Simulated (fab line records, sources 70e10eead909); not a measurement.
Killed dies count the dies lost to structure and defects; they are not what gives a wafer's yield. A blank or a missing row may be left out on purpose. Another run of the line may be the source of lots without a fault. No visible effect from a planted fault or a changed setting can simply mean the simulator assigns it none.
The tool behind it: which one? | flow nandHarc | Sampling: 13 lots, 39 wafers, 6 of 1302 route steps

== WHAT EACH GAUGE READ, for each wafer ==
NHARC_A_DECK1_JOINT_THK_MEAS_14: measures by ellipsometry.
lot  | measured     | on           | thkNm (nm)
L282 | day 11 08:16 | filmMetro-02 | 50.3 53.5 51.3
L283 | day 11 18:22 | filmMetro-02 | 50.6 50.0 52.9
L285 | day 12 11:11 | filmMetro-01 | 49.9 51.3 51.6
L284 | day 12 11:11 | filmMetro-02 | 51.5 51.0 49.5
L288 | day 13 09:08 | filmMetro-02 | 54.3 51.4 52.6
L287 | day 13 09:07 | filmMetro-01 | 49.7 48.8 51.9
L289 | day 14 02:14 | filmMetro-01 | 51.8 51.9 50.8
L290 | day 14 15:22 | filmMetro-02 | 50.3 51.8 49.0
L298 | day 18 00:23 | filmMetro-01 | 51.6 50.1 49.1
L300 | day 18 23:44 | filmMetro-02 | 52.5 51.5 50.6
L301 | day 19 05:16 | filmMetro-02 | 53.4 53.7 50.8
L302 | day 19 17:44 | filmMetro-01 | 50.2 52.7 51.5
L303 | day 19 21:27 | filmMetro-02 | 49.5 51.6 49.0

NHARC_A_ONON_D2_THK_MEAS_18: measures by ellipsometry.
lot  | measured     | on           | thkNm (nm)
L282 | day 13 02:27 | filmMetro-02 | 1002 1002 1001
L283 | day 13 02:28 | filmMetro-01 | 998 997 998
L285 | day 14 03:29 | filmMetro-01 | 979 977 977
L284 | day 14 03:49 | filmMetro-01 | 993 991 993
L288 | day 14 23:50 | filmMetro-02 | 1001 1003 1003
L287 | day 14 23:48 | filmMetro-01 | 1013 1012 1011
L289 | day 15 14:55 | filmMetro-01 | 997 998 998
L290 | day 16 04:00 | filmMetro-01 | 1012 1012 1011
L298 | day 19 09:06 | filmMetro-01 | 1532 1530 1530
L300 | day 20 09:19 | filmMetro-01 | 986 987 987
L301 | day 20 15:09 | filmMetro-02 | 1551 1551 1550
L302 | day 21 03:47 | filmMetro-02 | 1534 1534 1534
L303 | day 21 03:47 | filmMetro-01 | 1004 1004 1006

NHARC_END_SORT_01.
lot  | measured     | on        | killedAtArray | killedAtOther | killedAtPeriphery | killedDies  | killedOpen | killedShort
L282 | day 24 18:43 | prober-01 | 74 95 69      | 0 1 0         | 6 3 2             | 80 99 71    | 5 5 2      | 3 9 0
L289 | day 27 20:34 | prober-01 | 47 40 52      | 3 1 3         | 4 4 2             | 54 45 57    | 1 5 1      | 2 1 3
L298 | day 30 18:09 | prober-01 | 672 671 670   | 1 0 1         | 4 6 6             | 677 677 677 | 3 6 4      | 0 1 5
L301 | day 31 20:43 | prober-02 | 675 674 673   | 1 2 1         | 1 1 3             | 677 677 677 | 4 3 0      | 2 4 1
L302 | day 32 21:43 | prober-02 | 671 675 672   | 0 0 0         | 6 2 5             | 677 677 677 | 1 1 2      | 3 3 1
L303 | day 32 19:23 | prober-01 | 75 66 53      | 1 1 1         | 3 3 2             | 79 70 56    | 2 4 3      | 5 2 3

== EACH LOT AND THE TOOL THAT RAN IT (in order: tool; ch and the chambers of the sampled wafers; start) ==
lot  | NHARC_A_DECK1_JOINT_ETCHBACK_07 | NHARC_A_ONON_D2_DEP_16          | NHARC_A_CHANNEL_HOLE_D2_DEP_01
L282 | rieSi-06 ch 0,3, day 10 21:43   | pecvdOnon-02 ch 0, day 13 02:00 | pecvd-03 ch 0,2, day 13 09:03
L283 | rieSi-06 ch 0,2,3, day 11 07:18 | pecvdOnon-03 ch 0, day 13 01:57 | pecvd-02 ch 0,2, day 13 08:32
L285 | rieSi-06 ch 0,1,3, day 12 00:52 | pecvdOnon-02 ch 0, day 14 02:58 | pecvd-02 ch 2, day 14 08:51
L284 | rieSi-04 ch 0,1,2, day 12 00:52 | pecvdOnon-03 ch 0, day 14 03:19 | pecvd-02 ch 0,2, day 14 09:34
L288 | rieSi-04 ch 0,2,3, day 12 22:37 | pecvdOnon-02 ch 0, day 14 23:26 | pecvd-02 ch 0,1, day 15 06:10
L287 | rieSi-01 ch 0,1,3, day 12 22:37 | pecvdOnon-01 ch 0, day 14 23:18 | pecvd-03 ch 0,1, day 15 06:18
L289 | rieSi-01 ch 1,3, day 13 14:28   | pecvdOnon-02 ch 0, day 15 14:28 | pecvd-03 ch 0,1,2, day 15 19:45
L290 | rieSi-01 ch 2,3, day 14 04:26   | pecvdOnon-01 ch 0, day 16 03:33 | pecvd-02 ch 1,2, day 16 08:52
L298 | rieSi-04 ch 2,3, day 17 13:49   | pecvdOnon-02 ch 0, day 19 08:35 | -
L300 | rieSi-04 ch 2,3, day 18 11:14   | pecvdOnon-01 ch 0, day 20 08:48 | pecvd-02 ch 1,2, day 20 14:10
L301 | rieSi-04 ch 2,3, day 18 18:41   | pecvdOnon-02 ch 0, day 20 14:38 | -
L302 | rieSi-01 ch 0,1, day 19 07:19   | pecvdOnon-02 ch 0, day 21 03:19 | -
L303 | rieSi-06 ch 0,1, day 19 10:56   | pecvdOnon-01 ch 0, day 21 03:23 | pecvd-01 ch 0,1, day 21 08:52
- NHARC_A_DECK1_JOINT_ETCHBACK_07: etches the open film in HBr, target depth 105 nm, time 26.9 s.
- NHARC_A_ONON_D2_DEP_16: target thk 1000 nm.
- NHARC_A_CHANNEL_HOLE_D2_DEP_01: deposits SiON, target thk 140 nm.

== WHAT THE TOOLS THEMSELVES READ (means of the sampled wafers that have a number; where no wafer has one, the mark that the record gives instead) ==
NHARC_A_DECK1_JOINT_ETCHBACK_07.
lot  | tool     | drypumpMotorCurrentA (A) | oesProductAu (a.u.) | throttleValvePct (%)
L282 | rieSi-06 | 5.9                      | 0.998               | 23.265
L283 | rieSi-06 | 5.9                      | 1.002               | 23.264
L285 | rieSi-06 | 6.1                      | 0.990               | 23.269
L284 | rieSi-04 | 5.9                      | 0.999               | 23.265
L288 | rieSi-04 | 6.0                      | 0.985               | 23.268
L287 | rieSi-01 | 5.4                      | 0.996               | 23.265
L289 | rieSi-01 | 5.3                      | 0.995               | 23.265
L290 | rieSi-01 | 5.6                      | 1.015               | 23.264
L298 | rieSi-04 | 6.0                      | 0.998               | 23.268
L300 | rieSi-04 | 5.9                      | 1.006               | 23.262
L301 | rieSi-04 | 6.0                      | 0.997               | 23.258
L302 | rieSi-01 | 5.3                      | 1.000               | 23.272
L303 | rieSi-06 | 6.4                      | 1.002               | 23.268

NHARC_A_ONON_D2_DEP_16.
lot  | tool         | n2oFlowSccm (sccm) | susceptorTempC (C)
L282 | pecvdOnon-02 | 2004               | 400.16
L283 | pecvdOnon-03 | 2002               | 399.72
L285 | pecvdOnon-02 | 2002               | 400.01
L284 | pecvdOnon-03 | 2008               | 400.06
L288 | pecvdOnon-02 | 1995               | 399.80
L287 | pecvdOnon-01 | 1999               | 400.19
L289 | pecvdOnon-02 | 1998               | 399.96
L290 | pecvdOnon-01 | 2000               | 400.05
L298 | pecvdOnon-02 | 1992               | 400.12
L300 | pecvdOnon-01 | 1997               | 399.88
L301 | pecvdOnon-02 | 2002               | 400.19
L302 | pecvdOnon-02 | 1989               | 399.94
L303 | pecvdOnon-01 | 1993               | 400.16

NHARC_A_CHANNEL_HOLE_D2_DEP_01.
lot  | tool     | heaterPowerW (W) | susceptorTempC (C)
L282 | pecvd-03 | 795              | 399.90
L283 | pecvd-02 | 760              | 400.02
L285 | pecvd-02 | 783              | 400.11
L284 | pecvd-02 | 751              | 399.97
L288 | pecvd-02 | 615              | 400.14
L287 | pecvd-03 | 782              | 400.15
L289 | pecvd-03 | 772              | 400.08
L290 | pecvd-02 | 662              | 400.07
L300 | pecvd-02 | 695              | 399.71
L303 | pecvd-01 | 779              | 399.81

== THE ANSWER, worked out from the rows above alone ==
Rule: the usual values come from the lots themselves. The widest of any qualifying gaps counts: lots, ordered by their means at a reading, are off when they make up no more than a third of the lots, leave a main group of 4 or more, and stand apart from it by 3 or more times the standard deviation of that group's means. A main group whose means are all the same, to the digits that the tables above print for the reading, isn't used. Also off: a lot with no number at a reading for which 4 or more lots have one. The other lots that the step has rows for count as sound. Order of review: gauges by route order, followed by the tools' own readings, for which a lot's mean as printed above is used. The first step at which some lot is off is used, and at that step the reading that is off furthest; a lot without a number counts as furthest.
Off: L298, L301, L302 (NHARC_A_ONON_D2_THK_MEAS_18, thkNm). Main group: mean 998 nm, sd 10.
If a tool, at a process step before that reading, ran all the lots that are off and no sound lot after the first of them, it fits. Those tools and the gauges at NHARC_A_ONON_D2_THK_MEAS_18 are tried in the same way. One fits: pecvdOnon-02 at NHARC_A_ONON_D2_DEP_16. A fault onset in the window from L289 (day 15 14:28, its last sound lot) to L298 (day 19 08:35, its first lot off) fits.

== WHAT THE SIMULATOR HAD PUT IN ==
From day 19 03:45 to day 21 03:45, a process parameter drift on pecvdOnon-02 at NHARC_A_ONON_D2_DEP_16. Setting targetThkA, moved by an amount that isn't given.
Struck lots among those shown: L298, L301, L302. The rule above found the same.
